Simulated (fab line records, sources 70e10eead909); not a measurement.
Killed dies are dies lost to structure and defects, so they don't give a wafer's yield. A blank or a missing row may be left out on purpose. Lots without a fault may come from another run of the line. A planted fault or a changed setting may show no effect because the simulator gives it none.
Which tool did it? | flow nand_harc | 24 lots, 72 wafers sampled, at 6 steps of a route of 1159

WHAT THE GAUGES READ, wafer by wafer
The record holds no reading of a measuring or inspecting step that can be judged against a usual standard deviation.

WHICH TOOL RAN EACH LOT (tool, then ch and the chambers of the sampled wafers, then the start)
lot  | NHARC_A_CHANNEL_FILL_D1_CMP_10 | NHARC_A_STAIRCASE_TRIM_12          | NHARC_A_STAIRCASE_ETCH_19                     | NHARC_A_STAIRCASE_TRIM_187         | NHARC_A_STAIRCASE_ETCH_194     | NHARC_A_STAIRCASE_ETCH_199
L076 | cmp-03 ch 0,1,2, day 11 04:55  | rie_diel-03 ch 0,2, day 11 08:29   | rie_diel-03 ch 0,2,3, day 11 12:49 or earlier | rie_diel-03 ch 1,2, day 11 12:49   | rie_diel-03 ch 1,2,3, no start | rie_diel-13 ch 0,3, no start
L075 | cmp-04 ch 1,2,3, day 11 04:56  | rie_diel-13 ch 0,1,3, day 11 08:48 | rie_diel-13 ch 0,2,3, day 11 12:34 or earlier | rie_diel-03 ch 0,2,3, day 11 12:34 | rie_diel-03 ch 1,3, no start   | rie_diel-03 ch 2,3, no start
L074 | cmp-03 ch 0,1, day 11 08:32    | rie_diel-03 ch 2,3, day 11 12:22   | rie_diel-03 ch 0,2,3, day 11 16:48 or earlier | rie_diel-03 ch 0,2, day 11 16:48   | rie_diel-03 ch 0,2,3, no start | rie_diel-06 ch 0,2,3, no start
L077 | cmp-04 ch 0,2,3, day 11 08:35  | rie_diel-06 ch 0,1,2, day 11 12:04 | rie_diel-06 ch 0,2, day 11 16:43 or earlier   | rie_diel-03 ch 1,2, day 11 16:43   | rie_diel-03 ch 0,1,3, no start | rie_diel-13 ch 2,3, no start
L078 | cmp-04 ch 1,2, day 11 12:05    | rie_diel-03 ch 1,2, day 11 16:38   | rie_diel-03 ch 0,1, day 11 21:19 or earlier   | rie_diel-06 ch 1,2,3, day 11 21:19 | rie_diel-06 ch 0,1,3, no start | rie_diel-06 ch 0,1, no start
L079 | cmp-04 ch 0,1,3, day 11 15:01  | rie_diel-03 ch 0,2, day 11 19:28   | rie_diel-03 ch 0,3, day 11 23:19 or earlier   | rie_diel-06 ch 0,2,3, day 11 23:19 | rie_diel-06 ch 0,1,2, no start | rie_diel-13 ch 0,1,2, no start
L080 | cmp-01 ch 0,3, day 11 15:02    | rie_diel-13 ch 1,2, day 11 19:14   | rie_diel-13 ch 0,2,3, day 11 23:02 or earlier | rie_diel-03 ch 0,3, day 11 23:02   | rie_diel-03 ch 1,2,3, no start | rie_diel-03 ch 0,3, no start
L082 | cmp-01 ch 0,1, day 12 02:29    | rie_diel-06 ch 1,2, day 12 07:14   | rie_diel-06 ch 0,1,2, day 12 12:19 or earlier | rie_diel-03 ch 0,2, day 12 12:19   | rie_diel-03 ch 0,2, no start   | rie_diel-03 ch 0,1,2, no start
L081 | cmp-03 ch 1,3, day 12 04:39    | rie_diel-13 ch 1,3, day 12 08:10   | rie_diel-13 ch 1,2,3, day 12 12:09 or earlier | rie_diel-06 ch 0,1,3, day 12 12:09 | rie_diel-06 ch 1,2, no start   | rie_diel-06 ch 0,1,3, no start
L083 | cmp-04 ch 0,1,3, day 13 00:53  | rie_diel-03 ch 1,2,3, day 13 04:22 | rie_diel-03 ch 0,1,3, day 13 08:38 or earlier | rie_diel-13 ch 0,1,3, day 13 08:38 | rie_diel-13 ch 0,1,3, no start | rie_diel-06 ch 0,1,3, no start
L085 | cmp-01 ch 1,2,3, day 13 07:34  | rie_diel-13 ch 0,2,3, day 13 12:07 | rie_diel-13 ch 0,2,3, day 13 15:56 or earlier | rie_diel-06 ch 0,1,3, day 13 15:56 | rie_diel-06 ch 0,1,3, no start | rie_diel-03 ch 0,1,2, no start
L084 | cmp-04 ch 0,2,3, day 13 11:45  | rie_diel-06 ch 2,3, day 13 15:17   | rie_diel-06 ch 0,1,2, day 13 19:01 or earlier | rie_diel-03 ch 0,3, day 13 19:01   | rie_diel-03 ch 2,3, no start   | rie_diel-13 ch 1,2, no start
L086 | cmp-01 ch 0,2,3, day 13 16:54  | rie_diel-13 ch 1,2,3, day 13 20:50 | rie_diel-13 ch 0,1,2, day 14 01:33 or earlier | rie_diel-13 ch 0,1,3, day 14 01:33 | rie_diel-13 ch 0,1,3, no start | rie_diel-06 ch 0,2,3, no start
L087 | cmp-03 ch 0,2,3, day 13 16:57  | rie_diel-03 ch 0,2, day 13 20:41   | rie_diel-03 ch 0,1, day 14 01:32 or earlier   | rie_diel-06 ch 2,3, day 14 01:32   | rie_diel-06 ch 0,3, no start   | rie_diel-03 ch 0,1,2, no start
L088 | cmp-04 ch 1,2, day 13 22:25    | rie_diel-13 ch 1,2,3, day 14 01:59 | rie_diel-13 ch 0,2,3, day 14 05:47 or earlier | rie_diel-06 ch 0,1, day 14 05:47   | rie_diel-06 ch 1,2, no start   | rie_diel-06 ch 0,1,2, no start
L090 | cmp-04 ch 1,2,3, day 14 13:14  | rie_diel-13 ch 2,3, day 14 17:29   | rie_diel-13 ch 1,2,3, day 14 22:36 or earlier | rie_diel-13 ch 0,1,2, day 14 22:36 | rie_diel-13 ch 0,3, no start   | rie_diel-06 ch 1,2,3, no start
L089 | cmp-01 ch 0,1,3, day 14 13:14  | rie_diel-03 ch 0,2,3, day 14 17:11 | rie_diel-03 ch 0,2, day 14 21:09 or earlier   | rie_diel-13 ch 0,1,2, day 14 21:09 | rie_diel-13 ch 0,1,2, no start | rie_diel-06 ch 0,2,3, no start
L092 | cmp-04 ch 1,3, day 15 01:35    | rie_diel-13 ch 0,3, day 15 05:41   | rie_diel-13 ch 1,2,3, day 15 09:37 or earlier | rie_diel-13 ch 1,2,3, day 15 09:37 | rie_diel-13 ch 0,2,3, no start | rie_diel-13 ch 0,1,3, no start
L091 | cmp-01 ch 0,2, day 15 01:37    | rie_diel-06 ch 1,2, day 15 05:20   | rie_diel-06 ch 0,1,2, day 15 09:10 or earlier | rie_diel-13 ch 0,2,3, day 15 09:10 | rie_diel-13 ch 1,2,3, no start | rie_diel-03 ch 1,2, no start
L093 | cmp-03 ch 2,3, day 15 09:35    | rie_diel-13 ch 0,2, day 15 13:22   | rie_diel-13 ch 0,1, day 15 17:13 or earlier   | rie_diel-13 ch 1,2,3, day 15 17:13 | rie_diel-13 ch 0,1,3, no start | rie_diel-13 ch 0,1,2, no start
L094 | cmp-04 ch 0,1,2, day 15 09:37  | rie_diel-03 ch 0,1,2, day 15 13:41 | rie_diel-03 ch 2,3, day 15 17:43 or earlier   | rie_diel-06 ch 0,1,3, day 15 17:43 | rie_diel-06 ch 1,2,3, no start | rie_diel-06 ch 0,2, no start
L096 | cmp-01 ch 2,3, day 16 00:32    | rie_diel-03 ch 0,1, day 16 04:00   | rie_diel-03 ch 0,2,3, day 16 07:56 or earlier | rie_diel-03 ch 0,1,3, day 16 07:56 | rie_diel-03 ch 0,3, no start   | rie_diel-06 ch 1,2, no start
L095 | cmp-04 ch 0,2,3, day 16 05:07  | rie_diel-13 ch 0,1,3, day 16 08:56 | rie_diel-13 ch 1,2,3, day 16 12:32 or earlier | rie_diel-13 ch 0,2,3, day 16 12:32 | rie_diel-13 ch 1,2,3, no start | rie_diel-06 ch 1,2,3, no start
L097 | cmp-04 ch 0,1, day 16 14:32    | rie_diel-06 ch 2,3, day 16 18:16   | rie_diel-06 ch 0,1,2, day 16 22:20 or earlier | rie_diel-13 ch 0,1,2, day 16 22:20 | rie_diel-13 ch 0,1,2, no start | rie_diel-06 ch 0,2,3, no start
- NHARC_A_CHANNEL_FILL_D1_CMP_10: polishes, target thk 150 nm.
- NHARC_A_STAIRCASE_TRIM_12: chemistry O2, time 211.2 s.
- NHARC_A_STAIRCASE_ETCH_19: etches the open film in C4F8/O2, target depth 100 nm, time 40.5 s.
- NHARC_A_STAIRCASE_TRIM_187: chemistry O2, time 211.2 s.
- NHARC_A_STAIRCASE_ETCH_194: etches the open film in C4F8/O2, target depth 100 nm, time 40.5 s.
- NHARC_A_STAIRCASE_ETCH_199: etches the open film in C4F8/O2, target depth 100 nm, time 40.5 s.

WHAT THE TOOLS THEMSELVES READ (means of the sampled wafers that have a number; where no wafer has one, the mark that the record gives instead)
NHARC_A_CHANNEL_FILL_D1_CMP_10.
lot  | tool   | motor_current_A (A) | time_to_endpoint_s (s)
L076 | cmp-03 | 13.5                | 15.5
L075 | cmp-04 | 11.7                | 12.4
L074 | cmp-03 | 12.6                | 14.7
L077 | cmp-04 | 11.9                | 14.1
L078 | cmp-04 | 11.1                | 14.7
L079 | cmp-04 | 12.0                | 16.1
L080 | cmp-01 | 12.6                | 12.9
L082 | cmp-01 | 11.8                | 18.0
L081 | cmp-03 | 12.4                | 15.7
L083 | cmp-04 | 12.0                | 17.5
L085 | cmp-01 | 12.8                | 15.3
L084 | cmp-04 | 11.6                | 14.4
L086 | cmp-01 | 12.0                | 15.3
L087 | cmp-03 | 13.5                | 14.6
L088 | cmp-04 | 10.8                | 16.7
L090 | cmp-04 | 11.6                | 13.2
L089 | cmp-01 | 12.5                | 14.9
L092 | cmp-04 | 12.3                | 14.9
L091 | cmp-01 | 11.4                | 12.7
L093 | cmp-03 | 13.2                | 16.2
L094 | cmp-04 | 11.5                | 14.8
L096 | cmp-01 | 12.4                | 13.8
L095 | cmp-04 | 11.8                | 14.2
L097 | cmp-04 | 11.7                | 15.0

NHARC_A_STAIRCASE_TRIM_12.
lot  | tool        | drypump_motor_current_A (A) | o2_flow_sccm (sccm) | oes_product_au (a.u.) | rf_vpp_V (V) | showerhead_plenum_p_Torr (Torr) | throttle_valve_pct (%)
L076 | rie_diel-03 | 5.2                         | 500.5               | 0.984                 | 58.1         | 3.55                            | 17.029
L075 | rie_diel-13 | 5.5                         | 500.2               | 0.995                 | 57.0         | 3.51                            | 17.040
L074 | rie_diel-03 | 5.2                         | 500.2               | 0.994                 | 59.2         | 3.75                            | 17.043
L077 | rie_diel-06 | 5.4                         | 499.1               | 0.996                 | 58.0         | 3.54                            | 17.044
L078 | rie_diel-03 | 5.8                         | 499.2               | 1.014                 | 58.4         | 3.62                            | 17.030
L079 | rie_diel-03 | 5.0                         | 500.7               | 0.996                 | 57.7         | 3.59                            | 17.039
L080 | rie_diel-13 | 5.5                         | 499.3               | 1.000                 | 57.5         | 3.40                            | 17.042
L082 | rie_diel-06 | 5.2                         | 499.7               | 1.007                 | 57.8         | 3.55                            | 17.035
L081 | rie_diel-13 | 5.7                         | 499.5               | 1.009                 | 57.0         | 3.38                            | 17.019
L083 | rie_diel-03 | 5.5                         | 499.7               | 0.998                 | 58.1         | 3.68                            | 17.039
L085 | rie_diel-13 | 5.6                         | 500.3               | 0.999                 | 58.4         | 3.59                            | 17.036
L084 | rie_diel-06 | 5.7                         | 500.1               | 1.006                 | 57.5         | 3.65                            | 17.037
L086 | rie_diel-13 | 5.6                         | 500.3               | 1.010                 | 57.3         | 3.56                            | 17.041
L087 | rie_diel-03 | 5.0                         | 499.4               | 0.994                 | 58.1         | 3.58                            | 17.040
L088 | rie_diel-13 | 5.6                         | 499.8               | 0.998                 | 58.4         | 3.56                            | 17.031
L090 | rie_diel-13 | 5.7                         | 499.5               | 0.990                 | 58.2         | 3.63                            | 17.037
L089 | rie_diel-03 | 5.2                         | 500.7               | 0.987                 | 57.8         | 3.63                            | 17.046
L092 | rie_diel-13 | 5.5                         | 501.9               | 1.003                 | 57.1         | 3.69                            | 17.042
L091 | rie_diel-06 | 5.2                         | 499.9               | 1.014                 | 57.9         | 3.54                            | 17.045
L093 | rie_diel-13 | 5.4                         | 501.3               | 0.995                 | 57.3         | 3.41                            | 17.046
L094 | rie_diel-03 | 5.5                         | 499.0               | 1.000                 | 58.2         | 3.56                            | 17.045
L096 | rie_diel-03 | 6.1                         | 501.0               | 0.998                 | 58.1         | 3.55                            | 17.036
L095 | rie_diel-13 | 5.5                         | 499.5               | 1.005                 | 57.4         | 3.66                            | 17.028
L097 | rie_diel-06 | 5.8                         | 499.2               | 0.999                 | 58.1         | 3.63                            | 17.034

NHARC_A_STAIRCASE_ETCH_19.
lot  | tool        | oes_product_au (a.u.) | rf_vpp_V (V)
L076 | rie_diel-03 | 0.940                 | 900
L075 | rie_diel-13 | 0.946                 | 891
L074 | rie_diel-03 | 0.926                 | 900
L077 | rie_diel-06 | 0.949                 | 900
L078 | rie_diel-03 | 0.934                 | 896
L079 | rie_diel-03 | 0.942                 | 902
L080 | rie_diel-13 | 0.950                 | 891
L082 | rie_diel-06 | 0.940                 | 896
L081 | rie_diel-13 | 0.940                 | 891
L083 | rie_diel-03 | 0.931                 | 900
L085 | rie_diel-13 | 0.955                 | 898
L084 | rie_diel-06 | 0.935                 | 896
L086 | rie_diel-13 | 0.944                 | 895
L087 | rie_diel-03 | 0.948                 | 897
L088 | rie_diel-13 | 0.945                 | 898
L090 | rie_diel-13 | 0.945                 | 898
L089 | rie_diel-03 | 0.939                 | 896
L092 | rie_diel-13 | 0.935                 | 897
L091 | rie_diel-06 | 0.946                 | 896
L093 | rie_diel-13 | 0.948                 | 897
L094 | rie_diel-03 | 0.936                 | 903
L096 | rie_diel-03 | 0.936                 | 900
L095 | rie_diel-13 | 0.940                 | 897
L097 | rie_diel-06 | 0.948                 | 895

NHARC_A_STAIRCASE_TRIM_187.
lot  | tool        | drypump_motor_current_A (A) | o2_flow_sccm (sccm) | oes_product_au (a.u.) | rf_vpp_V (V) | showerhead_plenum_p_Torr (Torr) | throttle_valve_pct (%)
L076 | rie_diel-03 | 5.2                         | 498.7               | 0.993                 | 57.5         | 3.64                            | 17.030
L075 | rie_diel-03 | 5.2                         | 499.9               | 0.987                 | 57.8         | 3.65                            | 17.046
L074 | rie_diel-03 | 5.0                         | 501.0               | 0.990                 | 57.7         | 3.60                            | 17.033
L077 | rie_diel-03 | 5.8                         | 499.3               | 1.003                 | 57.9         | 3.62                            | 17.035
L078 | rie_diel-06 | 5.6                         | 500.6               | 1.009                 | 57.9         | 3.54                            | 17.034
L079 | rie_diel-06 | 5.8                         | 500.4               | 0.991                 | 58.4         | 3.51                            | 17.039
L080 | rie_diel-03 | 5.5                         | 499.8               | 0.989                 | 58.3         | 3.69                            | 17.035
L082 | rie_diel-03 | 5.0                         | 499.8               | 0.982                 | 57.9         | 3.59                            | 17.035
L081 | rie_diel-06 | 5.6                         | 500.4               | 0.996                 | 57.3         | 3.38                            | 17.030
L083 | rie_diel-13 | 5.5                         | 500.4               | 1.004                 | 58.9         | 3.67                            | 17.033
L085 | rie_diel-06 | 5.6                         | 498.9               | 0.992                 | 57.9         | 3.38                            | 17.041
L084 | rie_diel-03 | 5.5                         | 500.6               | 0.992                 | 58.2         | 3.58                            | 17.042
L086 | rie_diel-13 | 5.5                         | 499.1               | 1.001                 | 57.8         | 3.67                            | 17.034
L087 | rie_diel-06 | 5.9                         | 501.2               | 0.996                 | 58.1         | 3.50                            | 17.045
L088 | rie_diel-06 | 5.5                         | 500.6               | 0.995                 | 57.1         | 3.38                            | 17.030
L090 | rie_diel-13 | 5.4                         | 499.2               | 0.994                 | 57.2         | 3.50                            | 17.033
L089 | rie_diel-13 | 5.4                         | 500.8               | 1.005                 | 58.3         | 3.50                            | 17.029
L092 | rie_diel-13 | 5.6                         | 500.4               | 0.995                 | 57.9         | 3.55                            | 17.042
L091 | rie_diel-13 | 5.6                         | 500.9               | 0.997                 | 57.2         | 3.58                            | 17.036
L093 | rie_diel-13 | 5.6                         | 498.7               | 1.000                 | 57.1         | 3.55                            | 17.042
L094 | rie_diel-06 | 5.6                         | 497.0               | 1.004                 | 57.0         | 3.37                            | 17.042
L096 | rie_diel-03 | 5.8                         | 500.5               | 0.986                 | 57.2         | 3.61                            | 17.036
L095 | rie_diel-13 | 5.6                         | 500.4               | 1.000                 | 58.1         | 3.57                            | 17.031
L097 | rie_diel-13 | 5.4                         | 501.1               | 1.006                 | 57.4         | 3.49                            | 17.044

NHARC_A_STAIRCASE_ETCH_194.
lot  | tool        | oes_product_au (a.u.) | rf_vpp_V (V)
L076 | rie_diel-03 | 0.931                 | 901
L075 | rie_diel-03 | 0.942                 | 901
L074 | rie_diel-03 | 0.931                 | 901
L077 | rie_diel-03 | 0.931                 | 900
L078 | rie_diel-06 | 0.943                 | 891
L079 | rie_diel-06 | 0.935                 | 896
L080 | rie_diel-03 | 0.947                 | 903
L082 | rie_diel-03 | 0.923                 | 898
L081 | rie_diel-06 | 0.945                 | 896
L083 | rie_diel-13 | 0.937                 | 902
L085 | rie_diel-06 | 0.944                 | 891
L084 | rie_diel-03 | 0.942                 | 902
L086 | rie_diel-13 | 0.940                 | 901
L087 | rie_diel-06 | 0.936                 | 890
L088 | rie_diel-06 | 0.938                 | 901
L090 | rie_diel-13 | 0.933                 | 904
L089 | rie_diel-13 | 0.938                 | 895
L092 | rie_diel-13 | 0.957                 | 898
L091 | rie_diel-13 | 0.939                 | 898
L093 | rie_diel-13 | 0.944                 | 900
L094 | rie_diel-06 | 0.945                 | 895
L096 | rie_diel-03 | 0.929                 | 897
L095 | rie_diel-13 | 0.939                 | 897
L097 | rie_diel-13 | 0.944                 | 895

NHARC_A_STAIRCASE_ETCH_199.
lot  | tool        | oes_product_au (a.u.) | rf_vpp_V (V)
L076 | rie_diel-13 | 0.941                 | 896
L075 | rie_diel-03 | 0.933                 | 902
L074 | rie_diel-06 | 0.936                 | 895
L077 | rie_diel-13 | 0.945                 | 887
L078 | rie_diel-06 | 0.949                 | 891
L079 | rie_diel-13 | 0.943                 | 896
L080 | rie_diel-03 | 0.941                 | 898
L082 | rie_diel-03 | 0.921                 | 899
L081 | rie_diel-06 | 0.927                 | 890
L083 | rie_diel-06 | 0.930                 | 891
L085 | rie_diel-03 | 0.939                 | 897
L084 | rie_diel-13 | 0.945                 | 894
L086 | rie_diel-06 | 0.947                 | 895
L087 | rie_diel-03 | 0.945                 | 897
L088 | rie_diel-06 | 0.950                 | 895
L090 | rie_diel-06 | 0.961                 | 896
L089 | rie_diel-06 | 0.946                 | 894
L092 | rie_diel-13 | 0.934                 | 901
L091 | rie_diel-03 | 0.960                 | 899
L093 | rie_diel-13 | 0.945                 | 895
L094 | rie_diel-06 | 0.929                 | 894
L096 | rie_diel-06 | 0.958                 | 897
L095 | rie_diel-06 | 0.931                 | 896
L097 | rie_diel-06 | 0.956                 | 894

THE ANSWER, worked out from the rows above alone
Rule: what is usual is taken from the lots themselves. Put in order of their means at a reading, lots are off if they are a third of the lots or fewer, leave a main group of 4 or more, and stand apart from it by a gap of 3 or more times the standard deviation of the main group's means; of several such gaps the widest counts. A main group whose means are all the same, to the digits that the tables above print for the reading, isn't used. A lot without any number at a reading at which 4 lots or more have one is off too. The other lots that the step has rows for count as sound. The gauges are gone through in route order, then the tools' own readings, and for those a lot's mean is taken as printed above. The first step at which some lot is off is used, and at that step the reading that is off furthest; a lot without a number counts as furthest.
No lot is off at any reading shown: from this, nothing can be told.

WHAT THE SIMULATOR HAD PUT IN
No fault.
